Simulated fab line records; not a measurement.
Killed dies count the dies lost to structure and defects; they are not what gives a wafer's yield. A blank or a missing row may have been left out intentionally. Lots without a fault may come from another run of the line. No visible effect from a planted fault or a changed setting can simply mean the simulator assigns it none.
fab line records | flow nand_harc
record lots=13 | wafers=39 | last_day=33
route steps=1302 shown A_ONON_D2@550 A_CHANNEL_HOLE_D2@570 END@1302
lots that met no fault: from a run of the same line without faults
start_h: start of the lot's first displayed wafer, in hours after the record's first day | wait_h: hours elapsed since this lot's preceding step | " the same as in the row above | L1.1+2: a row that stands for several wafers | - no value present, or no start provided | * or withheld: withheld | < > ~ a bound
route shown NAME@n: a module of which the file shows steps, and the number in the route of the first | usual: average and standard deviation across the fault-free wafers | same: alike in all rows | chamber/n: place in a boat | sites: each site's reading | _std_site: their standard deviation | _edge_site: inner sites' mean taken away from outer sites' mean | radius_mm: how far each site lies from the wafer's centre | mask NAME#n: copy n | behind: the most recent tool/chamber to have shaped the wafer | hold: cause of the lot's hold/its duration in hours/its outcome | device: names the non-switching transistor (n, p or np) | end of line: tests run on the same wafers once the route is complete | a step without rows: its recipe alone | killed: dies lost to structure and defects at the first sort, not the wafer's yield | map: the dies of a wafer, with x for killed, . for not killed, _ for no die there
set.NAME: the run value of the setting; set.NAME@STEP: its run value at that earlier step | model.NAME: the simulator's own value behind a step, which no gauge read
a sample of lots followed through the steps of the route, with each step as a table and each wafer as a row
services: when a tool's chamber went out of use (start_h, in hours from the record's first day, below 0 if earlier), for how many hours, and the reason
## steps
# step NHARC_A_ONON_D2_THK_MEAS_08
# recipe thk_meas_gauge=ellipsometry
# usual thk_nm=1002/9.7
lot.wafer | tool          | chamber | start_h | wait_h | thk_nm
L309.2    | film_metro-02 | -       | 275.25  | -      | 1006
L309.4    | "             | -       | "       | "      | 1004
L309.6    | "             | -       | "       | "      | 1005
L308.1    | film_metro-01 | -       | 275.60  | -      | 1003
L308.3    | "             | -       | "       | "      | 1002
L308.6    | "             | -       | "       | "      | 1004
L310.4    | film_metro-02 | -       | 289.40  | -      | 996
L310.5    | "             | -       | "       | "      | 998
L310.6    | "             | -       | "       | "      | 996
L311.1    | film_metro-02 | -       | 310.73  | -      | 996
L311.5    | "             | -       | "       | "      | 995
L311.6    | "             | -       | "       | "      | 997
L313.1    | film_metro-01 | -       | 326.30  | -      | 986
L313.3    | "             | -       | "       | "      | 987
L313.5    | "             | -       | "       | "      | 987
L322.1    | film_metro-02 | -       | 420.33  | -      | 1012
L322.3    | "             | -       | "       | "      | 1012
L322.4    | "             | -       | "       | "      | 1012
L325.1    | film_metro-01 | -       | 441.03  | -      | 1001
L325.4    | "             | -       | "       | "      | 999
L325.5    | "             | -       | "       | "      | 998
L324.2    | film_metro-01 | -       | 441.04  | -      | 985
L324.3    | "             | -       | "       | "      | 985
L324.6    | "             | -       | "       | "      | 984
L326.1    | film_metro-02 | -       | 450.94  | -      | 1000
L326.2    | "             | -       | "       | "      | 1001
L326.4    | "             | -       | "       | "      | 1000
L327.2    | film_metro-01 | -       | 460.90  | -      | 1006
L327.4    | "             | -       | "       | "      | 1005
L327.6    | "             | -       | "       | "      | 1005
L329.3    | film_metro-01 | -       | 490.55  | -      | 1011
L329.4    | "             | -       | "       | "      | 1011
L329.5    | "             | -       | "       | "      | 1012
L331.2    | film_metro-01 | -       | 502.00  | -      | 993
L331.3    | "             | -       | "       | "      | 993
L331.5    | "             | -       | "       | "      | 993
L330.2    | film_metro-01 | -       | 502.19  | -      | 1009
L330.3    | "             | -       | "       | "      | 1010
L330.5    | "             | -       | "       | "      | 1011
# step NHARC_A_ONON_D2_DEP_19
# recipe target_thk_a=10000 | n2_flow_sccm=2750 | n2o_flow_sccm=2000 | nh3_flow_sccm=500 | sih4_flow_sccm=210 | temp_c=400
# usual susceptor_temp_C=400.03/0.22
lot.wafer | tool          | chamber | start_h | wait_h | susceptor_temp_C
L309.2    | pecvd_onon-01 | 0       | 282.49  | 0.1    | 399.94
L309.4    | "             | 0       | "       | "      | 400.17
L309.6    | "             | 0       | "       | "      | 400.16
L308.1    | pecvd_onon-02 | 0       | 282.78  | 0.1    | 400.20
L308.3    | "             | 0       | "       | "      | 399.87
L308.6    | "             | 0       | "       | "      | 400.04
L310.4    | pecvd_onon-01 | 0       | 298.58  | 0.2    | 400.00
L310.5    | "             | 0       | "       | "      | 399.91
L310.6    | "             | 0       | "       | "      | 400.05
L311.1    | pecvd_onon-03 | 0       | 320.02  | 0.1    | 399.83
L311.5    | "             | 0       | "       | "      | 400.05
L311.6    | "             | 0       | "       | "      | 399.81
L313.1    | pecvd_onon-03 | 0       | 338.26  | 0.1    | 400.15
L313.3    | "             | 0       | "       | "      | 400.03
L313.5    | "             | 0       | "       | "      | 400.28
L322.1    | pecvd_onon-03 | 0       | 428.84  | 0.1    | 399.99
L322.3    | "             | 0       | "       | "      | 400.11
L322.4    | "             | 0       | "       | "      | 399.88
L325.1    | pecvd_onon-02 | 0       | 450.78  | 0.2    | 399.74
L325.4    | "             | 0       | "       | "      | 400.02
L325.5    | "             | 0       | "       | "      | 400.01
L324.2    | pecvd_onon-03 | 0       | 450.79  | 0.3    | 400.49
L324.3    | "             | 0       | "       | "      | 400.18
L324.6    | "             | 0       | "       | "      | 400.62
L326.1    | pecvd_onon-02 | 0       | 460.25  | 0.1    | 399.76
L326.2    | "             | 0       | "       | "      | 400.10
L326.4    | "             | 0       | "       | "      | 399.64
L327.2    | pecvd_onon-01 | 0       | 471.61  | 0.1    | 400.41
L327.4    | "             | 0       | "       | "      | 400.24
L327.6    | "             | 0       | "       | "      | 400.18
L329.3    | pecvd_onon-02 | 0       | 502.03  | 0.2    | 400.16
L329.4    | "             | 0       | "       | "      | 400.39
L329.5    | "             | 0       | "       | "      | 400.43
L330.2    | pecvd_onon-03 | 0       | 510.97  | 0.1    | 399.88
L330.3    | "             | 0       | "       | "      | 400.14
L330.5    | "             | 0       | "       | "      | 399.86
L331.2    | pecvd_onon-01 | 0       | 510.97  | 0.1    | 399.91
L331.3    | "             | 0       | "       | "      | 399.72
L331.5    | "             | 0       | "       | "      | 399.83
# step NHARC_A_ONON_D2_THK_MEAS_21
# recipe thk_meas_gauge=ellipsometry
# usual thk_nm=1002/9.7
lot.wafer | tool          | chamber | start_h | wait_h | thk_nm
L309.2    | film_metro-01 | -       | 282.95  | -      | 999
L309.4    | "             | -       | "       | "      | 996
L309.6    | "             | -       | "       | "      | 994
L308.1    | film_metro-02 | -       | 283.29  | -      | 1009
L308.3    | "             | -       | "       | "      | 1010
L308.6    | "             | -       | "       | "      | 1007
L310.4    | film_metro-01 | -       | 298.92  | -      | 1031
L310.5    | "             | -       | "       | "      | 1033
L310.6    | "             | -       | "       | "      | 1032
L311.1    | film_metro-02 | -       | 320.53  | -      | 1001
L311.5    | "             | -       | "       | "      | 999
L311.6    | "             | -       | "       | "      | 1001
L313.1    | film_metro-01 | -       | 338.77  | -      | 1014
L313.3    | "             | -       | "       | "      | 1011
L313.5    | "             | -       | "       | "      | 1012
L322.1    | film_metro-02 | -       | 429.36  | -      | 1862
L322.3    | "             | -       | "       | "      | 1861
L322.4    | "             | -       | "       | "      | 998
L324.2    | film_metro-01 | -       | 451.24  | -      | 1859
L324.3    | "             | -       | "       | "      | 1857
L324.6    | "             | -       | "       | "      | 996
L325.1    | film_metro-02 | -       | 451.29  | -      | 1000
L325.4    | "             | -       | "       | "      | 1000
L325.5    | "             | -       | "       | "      | 1001
L326.1    | film_metro-01 | -       | 460.76  | -      | 1006
L326.2    | "             | -       | "       | "      | 1007
L326.4    | "             | -       | "       | "      | 1009
L327.2    | film_metro-02 | -       | 472.06  | -      | 1005
L327.4    | "             | -       | "       | "      | 1006
L327.6    | "             | -       | "       | "      | 1004
L329.3    | film_metro-01 | -       | 502.42  | -      | 993
L329.4    | "             | -       | "       | "      | 993
L329.5    | "             | -       | "       | "      | 993
L330.2    | film_metro-01 | -       | 511.42  | -      | 992
L330.3    | "             | -       | "       | "      | 991
L330.5    | "             | -       | "       | "      | 992
L331.2    | film_metro-01 | -       | 511.43  | -      | 1002
L331.3    | "             | -       | "       | "      | 1001
L331.5    | "             | -       | "       | "      | 1003
# step NHARC_A_ONON_D2_INSPECT_32
# usual raw_defect_count=403/160
lot.wafer | tool              | chamber | start_h | wait_h | raw_defect_count
L309.2    | defect_inspect-01 | -       | 285.34  | 0.0    | 220
L309.4    | "                 | -       | "       | "      | 233
L309.6    | "                 | -       | "       | "      | 277
L308.1    | defect_inspect-02 | -       | 285.53  | 0.0    | 358
L308.3    | "                 | -       | "       | "      | 347
L308.6    | "                 | -       | "       | "      | 278
L310.4    | defect_inspect-01 | -       | 301.15  | 0.0    | 461
L310.5    | "                 | -       | "       | "      | 463
L310.6    | "                 | -       | "       | "      | 552
L311.1    | defect_inspect-02 | -       | 322.76  | 0.0    | 469
L311.5    | "                 | -       | "       | "      | 228
L311.6    | "                 | -       | "       | "      | 320
L313.1    | defect_inspect-01 | -       | 340.99  | 0.0    | 276
L313.3    | "                 | -       | "       | "      | 358
L313.5    | "                 | -       | "       | "      | 525
L322.1    | defect_inspect-02 | -       | 432.00  | 0.0    | 678
L322.3    | "                 | -       | "       | "      | 575
L322.4    | "                 | -       | "       | "      | 442
L324.2    | defect_inspect-02 | -       | 453.47  | 0.0    | 388
L324.3    | "                 | -       | "       | "      | 366
L324.6    | "                 | -       | "       | "      | 177
L325.1    | defect_inspect-01 | -       | 453.63  | 0.0    | 608
L325.4    | "                 | -       | "       | "      | 734
L325.5    | "                 | -       | "       | "      | 448
L326.1    | defect_inspect-01 | -       | 462.99  | 0.0    | 274
L326.2    | "                 | -       | "       | "      | 465
L326.4    | "                 | -       | "       | "      | 573
L327.2    | defect_inspect-02 | -       | 474.30  | 0.0    | 441
L327.4    | "                 | -       | "       | "      | 500
L327.6    | "                 | -       | "       | "      | 415
L329.3    | defect_inspect-01 | -       | 504.79  | 0.0    | 290
L329.4    | "                 | -       | "       | "      | 391
L329.5    | "                 | -       | "       | "      | 294
L330.2    | defect_inspect-02 | -       | 513.64  | 0.0    | 367
L330.3    | "                 | -       | "       | "      | 442
L330.5    | "                 | -       | "       | "      | 370
L331.2    | defect_inspect-02 | -       | 513.71  | 0.0    | 301
L331.3    | "                 | -       | "       | "      | 291
L331.5    | "                 | -       | "       | "      | 290
# step NHARC_A_CHANNEL_HOLE_D2_DEP_00
# recipe target_thk_a=31000 | temp_c=400 | material=aC
# usual susceptor_temp_C=399.99/0.22 | throttle_valve_pct=35.000/0.0099
lot.wafer | tool       | chamber | start_h | wait_h | susceptor_temp_C | throttle_valve_pct
L309.2    | acl_dep-01 | 0       | 285.73  | 0.4    | 400.12           | 34.994
L309.4    | "          | 0       | "       | "      | 399.76           | 35.004
L309.6    | "          | 0       | "       | "      | 400.10           | 34.991
L308.1    | acl_dep-02 | 0       | 286.42  | 0.9    | 399.48           | 35.005
L308.3    | "          | 0       | "       | "      | 399.84           | 34.971
L308.6    | "          | 0       | "       | "      | 399.68           | 35.001
L310.4    | acl_dep-03 | 0       | 302.15  | 1.0    | -                | 35.000
L310.5    | "          | 0       | "       | "      | -                | 34.985
L310.6    | "          | 0       | "       | "      | -                | 35.005
L311.1    | acl_dep-01 | 0       | 323.83  | 1.1    | 400.34           | 34.986
L311.5    | "          | 0       | 325.10  | 2.3    | 400.29           | 35.004
L311.6    | "          | 0       | "       | "      | 400.43           | 35.007
L313.1    | acl_dep-03 | 0       | 341.06  | 0.1    | 400.10           | 35.002
L313.3    | "          | 0       | "       | "      | 400.18           | 35.010
L313.5    | "          | 0       | "       | "      | 399.80           | 35.003
L322.4    | acl_dep-01 | 0       | 435.21  | 3.2    | -                | 34.989
L325.1    | acl_dep-03 | 0       | 455.60  | 2.0    | -                | 34.973
L325.4    | "          | 0       | "       | "      | -                | 34.983
L325.5    | "          | 0       | "       | "      | -                | 35.015
L324.6    | acl_dep-01 | 0       | 455.99  | 2.5    | 400.14           | 35.006
L326.1    | acl_dep-03 | 0       | 463.71  | 0.7    | 400.24           | 34.996
L326.2    | "          | 0       | "       | "      | 400.26           | 35.004
L326.4    | "          | 0       | "       | "      | 400.34           | 35.007
L327.2    | acl_dep-02 | 0       | 474.68  | 0.4    | 399.79           | 35.010
L327.4    | "          | 0       | "       | "      | 399.57           | 35.004
L327.6    | "          | 0       | "       | "      | 399.75           | 35.011
L329.3    | acl_dep-01 | 0       | 508.37  | 3.6    | 399.98           | 35.003
L329.4    | "          | 0       | "       | "      | 399.76           | 34.990
L329.5    | "          | 0       | "       | "      | 400.27           | 35.010
L330.2    | acl_dep-01 | 0       | 514.02  | 0.4    | 399.74           | 34.988
L330.3    | "          | 0       | "       | "      | 399.74           | 34.998
L330.5    | "          | 0       | "       | "      | 399.94           | 35.005
L331.2    | acl_dep-02 | 0       | 514.50  | 0.8    | -                | 34.982
L331.3    | "          | 0       | "       | "      | -                | 34.995
L331.5    | "          | 0       | "       | "      | -                | 35.003
# step NHARC_END_SORT_01
# recipe temp_c=25
# usual killed_at_array=59/20 | killed_at_other=0.8/1.1 | killed_at_periphery=5/3.1 | killed_dies=64/21 | killed_open=3.4/1.9 | killed_short=2.3/1.7
# same gross_dies=677
lot.wafer | tool      | chamber | start_h | wait_h | killed_at_array | killed_at_other | killed_at_periphery | killed_dies | killed_open | killed_short
L322.1    | prober-01 | 0       | 700.49  | 2.5    | 671             | 0               | 6                   | 677         | 8           | 3
L322.3    | prober-01 | 0       | 702.10  | 3.1    | 672             | 1               | 4                   | 677         | 4           | 1
L322.4    | prober-01 | 0       | 702.90  | 3.4    | 89              | 1               | 6                   | 96          | 2           | 3
L325.1    | prober-01 | 0       | 738.11  | 2.5    | 62              | 0               | 5                   | 67          | 1           | 1
L325.4    | prober-01 | 0       | 740.53  | 3.4    | 71              | 0               | 3                   | 74          | 4           | 0
L325.5    | prober-01 | 0       | 741.34  | 3.7    | 60              | 0               | 1                   | 61          | 4           | 3
L324.2    | prober-02 | 0       | 738.86  | 2.8    | 668             | 0               | 9                   | 677         | 4           | 1
L324.3    | prober-02 | 0       | 739.65  | 3.1    | 665             | 0               | 12                  | 677         | 4           | 1
L324.6    | prober-02 | 0       | 742.02  | 4.0    | 54              | 0               | 10                  | 64          | 1           | 2
# killed by level:class
L322.1 A_ONON_D2:area_dep=568 A_CHANNEL_HOLE_D1:chamber_film_flake=32 A_CHANNEL_HOLE_D2:chamber_film_flake=30 A_SLIT:chamber_film_flake=17 A_CONTACT:chamber_film_flake=8 A_STAIRCASE:chamber_film_flake=4 A_SGD_CUT:chamber_film_flake=3 P_M0:geometric_particle:open=2
L322.3 A_ONON_D2:area_dep=588 A_CHANNEL_HOLE_D1:chamber_film_flake=27 A_SLIT:chamber_film_flake=24 A_CHANNEL_HOLE_D2:chamber_film_flake=15 A_CONTACT:chamber_film_flake=7 A_SGD_CUT:chamber_film_flake=3 A_STAIRCASE:chamber_film_flake=3 A_M0:geometric_particle:open=2
L322.4 A_CHANNEL_HOLE_D1:chamber_film_flake=30 A_SLIT:chamber_film_flake=25 A_CHANNEL_HOLE_D2:chamber_film_flake=20 A_CONTACT:chamber_film_flake=4 P_BONDPAD:chamber_film_flake=3 A_STAIRCASE:chamber_film_flake=3 P_GATE:chamber_film_flake=2 P_M2:geometric_particle:open=1
L325.1 A_CHANNEL_HOLE_D1:chamber_film_flake=34 A_STAIRCASE:chamber_film_flake=8 A_SLIT:chamber_film_flake=6 P_STI:chamber_film_flake=4 A_CHANNEL_HOLE_D2:chamber_film_flake=4 A_CONTACT:chamber_film_flake=4 A_CHANNEL_FILL_D2:chamber_film_flake=2 A_ONON_D1:geometric_particle:short=1
L324.2 A_ONON_D2:area_dep=628 A_CHANNEL_HOLE_D2:chamber_film_flake=22 A_CONTACT:chamber_film_flake=6 A_CHANNEL_HOLE_D1:chamber_film_flake=4 A_SLIT:chamber_film_flake=4 P_CONTACT:geometric_particle:open=2 P_STI:chamber_film_flake=2 P_GATE:chamber_film_flake=2
L324.3 A_ONON_D2:area_dep=612 A_CHANNEL_HOLE_D2:chamber_film_flake=20 A_CHANNEL_HOLE_D1:chamber_film_flake=13 A_CONTACT:chamber_film_flake=13 P_CONTACT:geometric_particle:open=4 P_GATE:chamber_film_flake=3 A_SLIT:chamber_film_flake=3 P_STI:chamber_film_flake=2
L325.4 A_CHANNEL_HOLE_D1:chamber_film_flake=32 A_STAIRCASE:chamber_film_flake=11 A_CONTACT:chamber_film_flake=10 A_SLIT:chamber_film_flake=8 A_CHANNEL_HOLE_D2:chamber_film_flake=6 A_ONON_D1:geometric_particle:open=2 P_STI:chamber_film_flake=2 P_CONTACT:geometric_particle:open=1
L325.5 A_CHANNEL_HOLE_D1:chamber_film_flake=25 A_STAIRCASE:chamber_film_flake=10 A_CHANNEL_HOLE_D2:chamber_film_flake=8 A_SLIT:chamber_film_flake=4 A_CONTACT:chamber_film_flake=3 A_ONON_D1:geometric_particle:open=2 A_CHANNEL_FILL_D1:geometric_particle:short=1 A_DECK1_JOINT:geometric_particle:short=1
L324.6 A_CHANNEL_HOLE_D2:chamber_film_flake=23 A_CONTACT:chamber_film_flake=10 A_SLIT:chamber_film_flake=9 A_CHANNEL_HOLE_D1:chamber_film_flake=7 P_BONDPAD:chamber_film_flake=4 P_GATE:geometric_particle:short=2 P_ZERO_WELL:chamber_film_flake=2 A_CHANNEL_FILL_D1:chamber_film_flake=2
## services
tool          | chamber | start_h | hours | kind
pecvd_onon-01 | -       | 269.23  | 13.0  | pm
acl_dep-03    | -       | 303.09  | 13.0  | pm
pecvd_onon-02 | -       | 362.81  | 5.1   | repair
acl_dep-01    | -       | 373.61  | 13.0  | pm
pecvd_onon-02 | -       | 401.77  | 9.5   | repair
pecvd_onon-03 | -       | 408.26  | 13.0  | pm
acl_dep-02    | -       | 428.46  | 13.0  | pm
pecvd_onon-01 | -       | 450.40  | 13.0  | pm
acl_dep-03    | -       | 484.66  | 13.0  | pm
## key
first_sign step=NHARC_A_ONON_D2_THK_MEAS_21 | reading=thk_nm | direction=up | sigmas=89 | usual=1002 | struck=1860
effect step=NHARC_END_SORT_01 | reading=killed_at_array | direction=up | sigmas=31 | usual=59 | struck=669
more_kills_born_at NHARC_A_ONON_D2_DEP_19@pecvd_onon-03=2396
met_at NHARC_A_ONON_D2_DEP_19
struck_lots L322,L324
struck_wafers L322.1,L322.3,L324.2,L324.3
later_rows_left_out L322.1,L322.3,L324.2,L324.3
tester_left_out L322,L324
not_acting_at NHARC_A_ONON_D2_THK_MEAS_08,NHARC_A_ONON_D2_INSPECT_32,NHARC_A_CHANNEL_HOLE_D2_DEP_00
onset_between 338.26 428.84
fault kind=process_parameter_drift | tool=pecvd_onon-03 | chamber=- | onset_h=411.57 | steps=NHARC_A_ONON_D2_DEP_19 | channel=target_thk_a | offset=* | shape=step | end_h=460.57 | scope=struck_wafers_only | acts_in=* | stated=*
# tester_left_out: of these lots the tester's yield and bins aren't shown, on N5 and GAA mostly nor the transistor test; their killed dies are dies lost to structure and defects alone, not to doping, threshold or leakage, so they don't give the yield
# later_rows_left_out: the simulator's readings of these wafers behind a module that went badly wrong aren't trusted and aren't shown, but for the sort
